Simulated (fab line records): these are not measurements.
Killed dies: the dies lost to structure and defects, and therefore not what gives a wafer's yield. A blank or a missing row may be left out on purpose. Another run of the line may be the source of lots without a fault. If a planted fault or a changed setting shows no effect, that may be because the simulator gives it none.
Struck lot and sound lot, side by side	flow n5Finfet	15 out of 1938 route steps
Sound: these wafers, L238.1, L238.4, L238.5. Wafers struck: L253.1, L253.3. At the end, the cause is stated.
Order at every step that has rows: each side's tool, ch and its chambers, its first start. Under that, the readings that differ: sound wafers	struck wafers	difference of the means	sigmas: that difference in standard deviations of wafers without a fault.
alike: readings with means less than 2 such deviations apart, plus words and numbers identical on both sides. not compared: withheld readings, readings lacking a value on some wafer, bounds such as >300 that could conceal the same value, and numbers that have no deviation in the record and whose values overlap.
The two part at a step that has a row with sigmas, a row that says differs or no value, or rows on one side only. Non-overlapping numbers with no deviation appear without sigmas and do not part them. A reading that every wafer of one side lacks parts them only if that side has two wafers or more.

first, 6 steps without rows for these wafers: N5_BEOL_M4_COAT_05 (resist thk 30 nm); N5_BEOL_M4_EBR_07; N5_BEOL_M4_SOFTBAKE_06 (time 60 s); N5_BEOL_M4_EXPOSE_08 (exposes mask M4); N5_BEOL_M4_PEB_09 (peb time 60 s); N5_BEOL_M4_DEVELOP_10 (develop time 30 s).
N5_BEOL_M4_CD_MEAS_11: the cd target is 16.79 nm.
  sound on cdSem-01 ch 0, day 8 17:31; struck on cdSem-01 ch 0, day 11 14:39
  alike: cdNm
N5_BEOL_M4_OVL_MEAS_12:
  sound on overlay-01 ch 0, day 8 17:32; struck on overlay-01 ch 0, day 11 14:41
  alike: M4_OVL
N5_BEOL_M4_INSPECT_13: inspects for defects (brightfield).
  sound on defectInspect-02, day 8 17:36; struck on defectInspect-02, day 11 14:44
  alike: rawDefectCount
N5_BEOL_M4_DESCUM_16: chemistry O2, time 7 s.
  sound on rieDiel-05 ch 0,1,2, day 8 17:42; struck on rieDiel-06 ch 0,3, day 11 14:47
  alike: drypumpMotorCurrentA, oesProductAu, rfVppV, showerheadPlenumPTorr, throttleValvePct
  not compared: rfHoursCounterH
N5_BEOL_M4_ETCH_74: etches underlayer in N2/H2, target depth 6.5 nm, time 5.2 s.
  sound on rieDiel-05 ch 0,1,2, day 8 17:44; struck on rieDiel-06 ch 0,3, day 11 14:49
  alike: drypumpMotorCurrentA, etchRfOnTimeS, oesProductAu, rfVppV, showerheadPlenumPTorr, throttleValvePct
  not compared: rfHoursCounterH
N5_BEOL_M4_ETCH_63: etches SiARC in CF4, target depth 15.6 nm, time 26 s.
  sound on rieDiel-05 ch 0,1,2, day 8 17:45; struck on rieDiel-06 ch 0,3, day 11 14:50
  alike: drypumpMotorCurrentA, etchRfOnTimeS, oesProductAu, rfVppV, showerheadPlenumPTorr, throttleValvePct
  not compared: rfHoursCounterH
N5_BEOL_M4_ETCH_64: etches SOC in N2/H2, target depth 75 nm, overetch 22.5 nm, time 121.9 s.
  sound on rieDiel-05 ch 0,1,2, day 8 17:47; struck on rieDiel-06 ch 0,3, day 11 14:52
reading	sound	struck	difference	sigmas
model.SiARC_of_BEOL_M4_COAT_62.thkNm (nm)	6.4 6.4 6.4	7 7.2	+1	
  alike: drypumpMotorCurrentA, oesProductAu, rfVppV, showerheadPlenumPTorr, throttleValvePct
  not compared: rfHoursCounterH
then, 1 step without rows for these wafers: N5_BEOL_M4_STRIP_65 (strips in N2/H2).
N5_BEOL_M4_RC_MEAS_101:
  sound on prober-01 ch 0, day 9 00:17; struck on prober-02 ch 0, day 11 20:56
  alike: DIBL_N, DIBL_P, IOFF_N, IOFF_P, ION_N, ION_P, SS_N, SS_P, VT_N, VT_P

## WHERE THEY PART
Nowhere in this record.

WHY: whatever the simulator had introduced
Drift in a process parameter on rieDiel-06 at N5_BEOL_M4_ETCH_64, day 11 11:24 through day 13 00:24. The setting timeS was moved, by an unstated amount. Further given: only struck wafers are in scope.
